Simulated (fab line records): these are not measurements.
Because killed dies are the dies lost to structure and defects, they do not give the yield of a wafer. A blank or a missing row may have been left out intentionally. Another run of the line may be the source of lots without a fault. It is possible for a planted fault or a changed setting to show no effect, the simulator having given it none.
Matching of chambers / flow nand harc / rie diel-08 running NHARC_A_CHANNEL_FILL_D2_STRIP_28: 4 sister chambers
The step strips in O2, time 20 s. 16 wafers are shown with their chamber, then 8 later ones without.

== WAFERS, EACH WITH ITS CHAMBER ==
wafer=L078.2; chamber=0; oes product au (a.u.)=1.000; throttle valve pct (%)=17.033; rf vpp V (V)=58.0
wafer=L078.3; chamber=3; oes product au (a.u.)=0.994; throttle valve pct (%)=17.039; rf vpp V (V)=57.4
wafer=L078.6; chamber=3; oes product au (a.u.)=0.995; throttle valve pct (%)=17.040; rf vpp V (V)=57.9
wafer=L082.1; chamber=0; oes product au (a.u.)=0.994; throttle valve pct (%)=17.047; rf vpp V (V)=57.9
wafer=L082.3; chamber=3; oes product au (a.u.)=1.000; throttle valve pct (%)=17.047; rf vpp V (V)=57.7
wafer=L082.5; chamber=2; oes product au (a.u.)=1.004; throttle valve pct (%)=17.020; rf vpp V (V)=58.0
wafer=L085.3; chamber=1; oes product au (a.u.)=0.978; throttle valve pct (%)=17.036; rf vpp V (V)=58.5
wafer=L085.5; chamber=1; oes product au (a.u.)=0.992; throttle valve pct (%)=17.044; rf vpp V (V)=57.5
wafer=L085.6; chamber=0; oes product au (a.u.)=0.992; throttle valve pct (%)=17.026; rf vpp V (V)=57.1
wafer=L087.1; chamber=0; oes product au (a.u.)=0.988; throttle valve pct (%)=17.036; rf vpp V (V)=57.6
wafer=L087.5; chamber=1; oes product au (a.u.)=0.979; throttle valve pct (%)=17.021; rf vpp V (V)=57.5
wafer=L087.6; chamber=0; oes product au (a.u.)=0.987; throttle valve pct (%)=17.031; rf vpp V (V)=59.7
wafer=L091.2; chamber=1; oes product au (a.u.)=1.003; throttle valve pct (%)=17.054; rf vpp V (V)=58.2
wafer=L091.3; chamber=0; oes product au (a.u.)=1.001; throttle valve pct (%)=17.029; rf vpp V (V)=58.3
wafer=L091.6; chamber=1; oes product au (a.u.)=0.995; throttle valve pct (%)=17.041; rf vpp V (V)=59.0
wafer=L092.1; chamber=2; oes product au (a.u.)=0.999; throttle valve pct (%)=17.042; rf vpp V (V)=57.0

SIGNATURES (means of the wafers above)
reading=oes product au; chamber 0=0.99367; chamber 1=0.98940; chamber 2=1.00150; chamber 3=0.99633; scatter within a chamber=0.00746
reading=throttle valve pct; chamber 0=17.03367; chamber 1=17.03920; chamber 2=17.03100; chamber 3=17.04200; scatter within a chamber=0.00974
reading=rf vpp V; chamber 0=58.100; chamber 1=58.140; chamber 2=57.500; chamber 3=57.667; scatter within a chamber=0.72
Rule: a wafer's distance from a chamber is the root of the sum, over the readings, of the square of ((its reading less the chamber's mean) divided by the reading's scatter). The wafer belongs to the nearest chamber; if the next one is less than 2 further off, it can't be placed. The scatter: take each reading less its chamber's mean, square it, sum over the shown wafers, divide by the number of wafers less the number of chambers, and take the root.

== WAFERS WITHOUT THEIR CHAMBER ==
wafer=L092.5; oes product au (a.u.)=1.010; throttle valve pct (%)=17.037; rf vpp V (V)=58.9
wafer=L092.6; oes product au (a.u.)=0.996; throttle valve pct (%)=17.048; rf vpp V (V)=56.3
wafer=L094.1; oes product au (a.u.)=0.997; throttle valve pct (%)=17.040; rf vpp V (V)=58.2
wafer=L094.3; oes product au (a.u.)=0.999; throttle valve pct (%)=17.053; rf vpp V (V)=57.8
wafer=L094.6; oes product au (a.u.)=0.996; throttle valve pct (%)=17.035; rf vpp V (V)=56.9
wafer=L095.1; oes product au (a.u.)=0.992; throttle valve pct (%)=17.035; rf vpp V (V)=57.8
wafer=L095.4; oes product au (a.u.)=1.009; throttle valve pct (%)=17.030; rf vpp V (V)=58.3
wafer=L095.5; oes product au (a.u.)=1.000; throttle valve pct (%)=17.026; rf vpp V (V)=57.2

== WHICH CHAMBER EACH WENT THROUGH ==
wafer=L092.5; from the rows above=can't be placed: 2 or 0 or 3 or 1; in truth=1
wafer=L092.6; from the rows above=can't be placed: 3 or 2 or 1 or 0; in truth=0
wafer=L094.1; from the rows above=can't be placed: 3 or 0 or 1 or 2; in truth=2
wafer=L094.3; from the rows above=can't be placed: 3 or 1 or 0 or 2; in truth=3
wafer=L094.6; from the rows above=can't be placed: 2 or 3 or 0 or 1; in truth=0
wafer=L095.1; from the rows above=can't be placed: 0 or 1 or 3 or 2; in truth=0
wafer=L095.4; from the rows above=can't be placed: 2 or 0 or 3 or 1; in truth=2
wafer=L095.5; from the rows above=can't be placed: 2 or 0 or 3 or 1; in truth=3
Correctly placed: 0 of 8. Cannot be placed on the basis of these rows: 8; the candidates contain the true chamber in 8. 0 placed wrongly.
